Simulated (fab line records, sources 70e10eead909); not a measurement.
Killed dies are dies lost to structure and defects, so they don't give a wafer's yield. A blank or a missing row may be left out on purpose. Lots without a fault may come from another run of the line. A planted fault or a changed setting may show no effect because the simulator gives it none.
Which tool did it? | flow nand_harc | 12 lots, 36 wafers sampled, at 6 steps of a route of 1159

WHAT THE GAUGES READ, wafer by wafer
NHARC_P_GATE_CD_MEAS_26: target cd 120 nm. Usual: cd_nm 120.2 nm, standard deviation 0.75.
lot  | measured     | on        | cd_nm (nm)        | flag
L277 | day 4 17:08  | cd_sem-03 | 120.4 120.3 120.6 |
L279 | day 5 09:53  | cd_sem-03 | 119.5 119.4 119.6 |
L292 | day 8 00:24  | cd_sem-01 | 120.9 120.9 121.2 |
L290 | day 8 00:35  | cd_sem-03 | 121.5 121.9 121.8 |
L291 | day 8 00:47  | cd_sem-03 | 121.1 121.6 119.9 |
L293 | day 8 17:27  | cd_sem-01 | 120.6 119.7 118.9 |
L294 | day 8 17:36  | cd_sem-02 | 120.3 119.3 118.8 |
L295 | day 9 09:11  | cd_sem-02 | 121.0 119.9 121.5 |
L297 | day 9 19:16  | cd_sem-02 | 119.6 119.8 119.9 |
L298 | day 10 01:13 | cd_sem-01 | 120.1 120.0 121.3 |
L299 | day 10 01:23 | cd_sem-01 | 120.0 119.7 119.2 |
L300 | day 10 11:31 | cd_sem-02 | 120.0 120.9 120.8 |

NHARC_P_GATE_OVL_MEAS_27. Usual: overlay_x_nm 0.1 nm, standard deviation 0.66; overlay_y_nm 0.1 nm, standard deviation 0.93.
lot  | measured     | on         | overlay_x_nm (nm) | overlay_y_nm (nm) | flag
L277 | day 4 17:13  | overlay-01 | -0.3 -1.0 -0.7    | -1.4 -1.0 -1.2    |
L279 | day 5 09:59  | overlay-02 | 0.5 0.3 -0.5      | 0.6 0.3 0.3       |
L292 | day 8 00:29  | overlay-01 | -0.2 -0.2 0.1     | -1.0 -1.0 -1.3    |
L290 | day 8 00:40  | overlay-01 | 0.1 0.2 0.3       | -0.9 -1.0 -0.5    |
L291 | day 8 00:53  | overlay-01 | 1.4 0.8 0.9       | -0.1 0.2 -0.5     |
L293 | day 8 17:32  | overlay-01 | 0.3 0.6 0.2       | -0.1 0.2 0.3      |
L294 | day 8 17:41  | overlay-01 | 0.4 -0.3 -0.6     | 0.5 0.4 0.1       |
L295 | day 9 09:16  | overlay-02 | -1.2 -1.3 -1.1    | -0.5 0.2 -0.9     |
L297 | day 9 19:22  | overlay-01 | 0.5 0.3 0.9       | -0.8 -1.0 -1.1    |
L298 | day 10 01:19 | overlay-01 | -0.5 -0.7 -0.7    | 0.6 0.6 0.2       |
L299 | day 10 01:28 | overlay-02 | 0.3 0.3 0.1       | 1.2 1.6 0.9       |
L300 | day 10 11:36 | overlay-02 | -0.3 -0.2 0.4     | 0.9 0.5 1.0       |

NHARC_P_GATE_CD_MEAS_59: target cd 720 nm. Usual: cd_nm 719.2 nm, standard deviation 1.8.
lot  | measured     | on        | cd_nm (nm)        | flag
L277 | day 5 06:43  | cd_sem-03 | 716.8 714.6 720.6 |
L279 | day 6 00:17  | cd_sem-01 | - - -             | OFF
L292 | day 8 16:20  | cd_sem-02 | 716.5 715.3 717.9 |
L290 | day 8 14:25  | cd_sem-03 | 717.9 715.4 719.6 |
L291 | day 8 22:40  | cd_sem-01 | 717.2 715.6 720.1 |
L293 | day 9 07:30  | cd_sem-03 | 720.1 718.9 719.5 |
L294 | day 9 07:40  | cd_sem-03 | 718.4 720.3 723.1 |
L295 | day 9 23:10  | cd_sem-01 | 720.6 720.0 717.5 |
L297 | day 10 08:59 | cd_sem-02 | 718.3 719.4 722.0 |
L298 | day 10 14:49 | cd_sem-01 | 722.0 720.1 718.5 |
L299 | day 10 15:13 | cd_sem-01 | 722.0 718.4 722.5 |
L300 | day 11 01:16 | cd_sem-03 | 719.0 719.4 718.5 |

NHARC_END_SORT_01. Usual: killed_at_array 26, standard deviation 9; killed_at_other 0.8, standard deviation 1.2; killed_at_periphery 3.2, standard deviation 2.3; killed_dies 30, standard deviation 9.1; killed_open 3.5, standard deviation 2; killed_short 1.8, standard deviation 1.4.
lot  | measured     | on        | killed_at_array | killed_at_other | killed_at_periphery | killed_dies | killed_open | killed_short | flag
L279 | day 19 23:23 | prober-02 | 25 27 23        | 2 2 0           | 650 648 654         | 677 677 677 | 2 3 6       | 0 0 2        | OFF
L292 | day 23 04:27 | prober-02 | 15 9 13         | 0 0 1           | 2 6 2               | 17 15 16    | 7 1 2       | 2 2 3        |

WHICH TOOL RAN EACH LOT (tool, then ch and the chambers of the sampled wafers, then the start)
lot  | NHARC_P_GATE_STRIP_108             | NHARC_P_GATE_EXPOSE_56
L277 | rie_diel-07 ch 0,1,3, day 4 17:59  | krf_scanner-04 ch 0, day 5 06:34
L279 | rie_diel-09 ch 0,2,3, day 5 11:05  | krf_scanner-01 ch 0, day 6 00:08
L292 | rie_diel-02 ch 0,1,3, day 8 01:20  | krf_scanner-01 ch 0, day 8 16:11
L290 | rie_diel-07 ch 1,2,3, day 8 01:26  | krf_scanner-01 ch 0, day 8 14:16
L291 | rie_diel-02 ch 0,1,3, day 8 01:42  | krf_scanner-01 ch 0, day 8 22:31
L293 | rie_diel-09 ch 0,1,3, day 8 18:31  | krf_scanner-04 ch 0, day 9 07:21
L294 | rie_diel-02 ch 0,3, day 8 18:35    | krf_scanner-02 ch 0, day 9 07:31
L295 | rie_diel-09 ch 0,1,3, day 9 10:14  | krf_scanner-01 ch 0, day 9 23:01
L297 | rie_diel-09 ch 0,1,3, day 9 20:12  | krf_scanner-01 ch 0, day 10 08:49
L298 | rie_diel-07 ch 1,2,3, day 10 02:02 | krf_scanner-02 ch 0, day 10 14:39
L299 | rie_diel-02 ch 0,1, day 10 02:11   | krf_scanner-01 ch 0, day 10 15:03
L300 | rie_diel-09 ch 0,1,2, day 10 12:20 | krf_scanner-04 ch 0, day 11 01:07
- NHARC_P_GATE_STRIP_108: strips in O2.
- NHARC_P_GATE_EXPOSE_56: exposes mask P PSD, target cd 720 nm.

WHAT THE TOOLS THEMSELVES READ (means of the sampled wafers that have a number; where no wafer has one, the mark that the record gives instead)
NHARC_P_GATE_STRIP_108. Usual: chamber_pressure_mTorr 60.00 mTorr, standard deviation 0.054; drypump_motor_current_A 5.9 A, standard deviation 0.43; o2_flow_sccm 499.8 sccm, standard deviation 1.3; oes_product_au 0.996 a.u., standard deviation 0.01; rf_vpp_V 58.0 V, standard deviation 0.89; showerhead_plenum_p_Torr 3.61 Torr, standard deviation 0.17; throttle_valve_pct 17.038 %, standard deviation 0.0093.
lot  | tool        | chamber_pressure_mTorr (mTorr) | drypump_motor_current_A (A) | o2_flow_sccm (sccm) | oes_product_au (a.u.) | rf_vpp_V (V) | showerhead_plenum_p_Torr (Torr) | throttle_valve_pct (%) | flag
L277 | rie_diel-07 | 60.02                          | 5.7                         | 499.2               | 0.995                 | 57.9         | 3.66                            | 17.039                 |
L279 | rie_diel-09 | 59.97                          | 5.5                         | 500.5               | 0.996                 | 58.1         | 3.64                            | 17.034                 |
L292 | rie_diel-02 | 60.05                          | 6.1                         | 500.4               | 0.999                 | 57.4         | 3.43                            | 17.041                 |
L290 | rie_diel-07 | 59.98                          | 5.7                         | 499.2               | 0.997                 | 57.7         | 3.66                            | 17.038                 |
L291 | rie_diel-02 | 59.99                          | 6.1                         | 499.7               | 1.001                 | 58.2         | 3.43                            | 17.038                 |
L293 | rie_diel-09 | 59.94                          | 5.6                         | 499.2               | 1.000                 | 57.1         | 3.62                            | 17.033                 |
L294 | rie_diel-02 | 60.02                          | 5.7                         | 499.3               | 0.987                 | 57.3         | 3.29                            | 17.035                 |
L295 | rie_diel-09 | 60.07                          | 5.6                         | 499.6               | 1.010                 | 58.2         | 3.62                            | 17.035                 |
L297 | rie_diel-09 | 59.98                          | 5.6                         | 499.2               | 0.997                 | 58.0         | 3.62                            | 17.031                 |
L298 | rie_diel-07 | 60.01                          | 5.6                         | 500.1               | 1.000                 | 58.2         | 3.65                            | 17.029                 |
L299 | rie_diel-02 | 60.02                          | 6.0                         | 498.4               | 0.997                 | 58.2         | 3.42                            | 17.040                 |
L300 | rie_diel-09 | 59.93                          | 5.9                         | 498.0               | 0.998                 | 58.8         | 3.65                            | 17.039                 |

NHARC_P_GATE_EXPOSE_56. Usual: focus_offset_nm 0.0 nm, standard deviation 0.55.
lot  | tool           | focus_offset_nm (nm) | flag
L277 | krf_scanner-04 | -0.3                 |
L279 | krf_scanner-01 | 0.5                  |
L292 | krf_scanner-01 | 0.3                  |
L290 | krf_scanner-01 | -0.3                 |
L291 | krf_scanner-01 | 0.3                  |
L293 | krf_scanner-04 | -0.4                 |
L294 | krf_scanner-02 | 0.1                  |
L295 | krf_scanner-01 | -0.1                 |
L297 | krf_scanner-01 | 0.7                  |
L298 | krf_scanner-02 | 0.2                  |
L299 | krf_scanner-01 | 0.2                  |
L300 | krf_scanner-04 | -0.2                 |

THE ANSWER, worked out from the rows above alone
Rule: a lot is off if the mean of its wafers that have a number lies more than 3 standard deviations from the usual mean. A lot without any number at a reading at which 4 lots or more have one is off too. The other lots that the step has rows for count as sound. The gauges are gone through in route order, then the tools' own readings, and for those a lot's mean is taken as printed above. The first step at which some lot is off is used, and at that step the reading that is off furthest; a lot without a number counts as furthest.
Off: L279, at NHARC_P_GATE_CD_MEAS_59 (cd_nm). Without a number there: L279.
A tool fits if, at a process step before that reading, it ran every lot that is off, and no sound lot after the first of them. The gauges at NHARC_P_GATE_CD_MEAS_59 aren't tried: what is off there is off at NHARC_END_SORT_01 too, on other tools, and a gauge's error can't cause that. None of those tried fits.

WHAT THE SIMULATOR HAD PUT IN
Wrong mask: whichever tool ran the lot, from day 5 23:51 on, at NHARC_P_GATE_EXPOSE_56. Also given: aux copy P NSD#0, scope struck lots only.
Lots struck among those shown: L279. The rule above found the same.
